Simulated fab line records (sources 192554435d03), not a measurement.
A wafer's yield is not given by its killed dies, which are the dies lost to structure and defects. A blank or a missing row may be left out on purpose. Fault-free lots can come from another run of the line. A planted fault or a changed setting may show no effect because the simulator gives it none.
Which of the tools did it? || flow n5Finfet || 10 lots with 30 wafers sampled at 6 steps, on a route of 1938 steps

== WHAT THE GAUGES SHOWED, per wafer ==
N5_BEOL_M11_OCD_MEAS_38.
{"lot": "L077", "measured": "day 14 10:16", "on": "ocd-01", "trenchDepthNm (nm)": "148 144 146"}
{"lot": "L076", "measured": "day 14 18:49", "on": "ocd-02", "trenchDepthNm (nm)": "142 151 144"}
{"lot": "L080", "measured": "day 15 07:55", "on": "ocd-01", "trenchDepthNm (nm)": "151 158 156"}
{"lot": "L079", "measured": "day 15 21:39", "on": "ocd-02", "trenchDepthNm (nm)": "153 152 145"}
{"lot": "L081", "measured": "day 17 05:00", "on": "ocd-02", "trenchDepthNm (nm)": "145 146 147"}
{"lot": "L090", "measured": "day 17 19:22", "on": "ocd-01", "trenchDepthNm (nm)": "149 152 151"}
{"lot": "L088", "measured": "day 18 15:24", "on": "ocd-01", "trenchDepthNm (nm)": "145 146 149"}
{"lot": "L092", "measured": "day 19 01:18", "on": "ocd-02", "trenchDepthNm (nm)": "146 152 144"}
{"lot": "L094", "measured": "day 19 01:40", "on": "ocd-01", "trenchDepthNm (nm)": "145 150 146"}
{"lot": "L095", "measured": "day 19 20:42", "on": "ocd-02", "trenchDepthNm (nm)": "154 151 144"}

== TOOL THAT RAN EACH LOT (tool first, then ch and the chambers of the sampled wafers, then the start) ==
{"lot": "L077", "N5_BEOL_M11_PECVD_70": "pecvd-01 ch 0,1,2, day 14 02:07", "N5_BEOL_M11_STRIP_19": "rieDiel-05 ch 0,1,3, day 14 05:47", "N5_BEOL_M11_ETCH_66": "rieDiel-05 ch 0,1, day 14 09:51", "N5_BEOL_M11_VIA_ETCH_34": "rieDiel-05 ch 0,1, day 14 09:58", "N5_BEOL_M11_STRIP_36": "rieDiel-05 ch 0,1, day 14 10:02"}
{"lot": "L076", "N5_BEOL_M11_PECVD_70": "pecvd-01 ch 0,1,2, day 14 15:41", "N5_BEOL_M11_STRIP_19": "rieDiel-02 ch 1,3, day 14 17:45", "N5_BEOL_M11_ETCH_66": "rieDiel-02 ch 0,1, day 14 18:25", "N5_BEOL_M11_VIA_ETCH_34": "rieDiel-02 ch 0,1, day 14 18:32", "N5_BEOL_M11_STRIP_36": "rieDiel-02 ch 0,1, day 14 18:35"}
{"lot": "L080", "N5_BEOL_M11_PECVD_70": "pecvd-01 ch 0,1, day 15 04:26", "N5_BEOL_M11_STRIP_19": "rieDiel-05 ch 0,1,3, day 15 05:56", "N5_BEOL_M11_ETCH_66": "rieDiel-06 ch 2,3, day 15 07:30", "N5_BEOL_M11_VIA_ETCH_34": "rieDiel-06 ch 2,3, day 15 07:37", "N5_BEOL_M11_STRIP_36": "rieDiel-06 ch 2,3, day 15 07:41"}
{"lot": "L079", "N5_BEOL_M11_PECVD_70": "pecvd-02 ch 0,1,2, day 15 17:46", "N5_BEOL_M11_STRIP_19": "rieDiel-06 ch 0,2,3, day 15 19:05", "N5_BEOL_M11_ETCH_66": "rieDiel-02 ch 0,3, day 15 21:14", "N5_BEOL_M11_VIA_ETCH_34": "rieDiel-02 ch 0,3, day 15 21:22", "N5_BEOL_M11_STRIP_36": "rieDiel-02 ch 0,3, day 15 21:25"}
{"lot": "L081", "N5_BEOL_M11_PECVD_70": "pecvd-02 ch 0,2, day 17 00:40", "N5_BEOL_M11_STRIP_19": "rieDiel-06 ch 0,3, day 17 02:18", "N5_BEOL_M11_ETCH_66": "rieDiel-02 ch 2,3, day 17 04:35", "N5_BEOL_M11_VIA_ETCH_34": "rieDiel-02 ch 2,3, day 17 04:43", "N5_BEOL_M11_STRIP_36": "rieDiel-02 ch 2,3, day 17 04:46"}
{"lot": "L090", "N5_BEOL_M11_PECVD_70": "pecvd-03 ch 1,2, day 17 14:36", "N5_BEOL_M11_STRIP_19": "rieDiel-02 ch 1,3, day 17 17:14", "N5_BEOL_M11_ETCH_66": "rieDiel-05 ch 1,2, day 17 18:57", "N5_BEOL_M11_VIA_ETCH_34": "rieDiel-05 ch 1,2, day 17 19:05", "N5_BEOL_M11_STRIP_36": "rieDiel-05 ch 1,2, day 17 19:08"}
{"lot": "L088", "N5_BEOL_M11_PECVD_70": "pecvd-03 ch 0,2, day 18 07:23", "N5_BEOL_M11_STRIP_19": "rieDiel-05 ch 0,3, day 18 11:02", "N5_BEOL_M11_ETCH_66": "rieDiel-02 ch 1,2, day 18 14:59", "N5_BEOL_M11_VIA_ETCH_34": "rieDiel-02 ch 1,2, day 18 15:07", "N5_BEOL_M11_STRIP_36": "rieDiel-02 ch 1,2, day 18 15:10"}
{"lot": "L092", "N5_BEOL_M11_PECVD_70": "pecvd-03 ch 1,2, day 18 18:35", "N5_BEOL_M11_STRIP_19": "rieDiel-06 ch 0,2,3, day 18 21:31", "N5_BEOL_M11_ETCH_66": "rieDiel-06 ch 1,3, day 19 00:53", "N5_BEOL_M11_VIA_ETCH_34": "rieDiel-06 ch 1,3, day 19 01:01", "N5_BEOL_M11_STRIP_36": "rieDiel-06 ch 1,3, day 19 01:05"}
{"lot": "L094", "N5_BEOL_M11_PECVD_70": "pecvd-02 ch 0,1,2, day 18 19:47", "N5_BEOL_M11_STRIP_19": "rieDiel-05 ch 0,1,3, day 18 21:46", "N5_BEOL_M11_ETCH_66": "rieDiel-02 ch 1,2,3, day 19 01:16", "N5_BEOL_M11_VIA_ETCH_34": "rieDiel-02 ch 1,2,3, day 19 01:23", "N5_BEOL_M11_STRIP_36": "rieDiel-02 ch 1,2,3, day 19 01:27"}
{"lot": "L095", "N5_BEOL_M11_PECVD_70": "pecvd-03 ch 0,1,2, day 19 15:42", "N5_BEOL_M11_STRIP_19": "rieDiel-05 ch 1,3, day 19 17:35", "N5_BEOL_M11_ETCH_66": "rieDiel-06 ch 1,2,3, day 19 20:18", "N5_BEOL_M11_VIA_ETCH_34": "rieDiel-06 ch 1,2,3, day 19 20:25", "N5_BEOL_M11_STRIP_36": "rieDiel-06 ch 1,2,3, day 19 20:29"}
- N5_BEOL_M11_PECVD_70: deposits SiO2 from TEOS/O2, target thk 20 nm, time 22.7 s.
- N5_BEOL_M11_STRIP_19: strips in O2.
- N5_BEOL_M11_ETCH_66: etches SOC in N2/H2, target depth 120 nm, overetch 24 nm, time 180 s.
- N5_BEOL_M11_VIA_ETCH_34: etches SiCOH lowk in C4F6/O2, target depth 184.5 nm, time 69.2 s.
- N5_BEOL_M11_STRIP_36: strips in N2/H2.

== THE ANSWER, worked out from the rows above alone ==
Rule: usual is defined by the lots themselves. Put in order of their means at a reading, lots are off if they are a third of the lots or fewer, leave a main group of 4 or more, and stand apart from it by a gap of 3 or more times the standard deviation of the main group's means; of several such gaps the widest counts. Not used: any main group whose means are identical at the precision the tables above print for the reading. Also off: a lot with no number at a reading for which 4 or more lots have one. Where the step has rows for the other lots, those lots are counted as sound.
None of the lots is off at any reading shown; this tells nothing.

== WHAT THE SIMULATOR PUT IN ==
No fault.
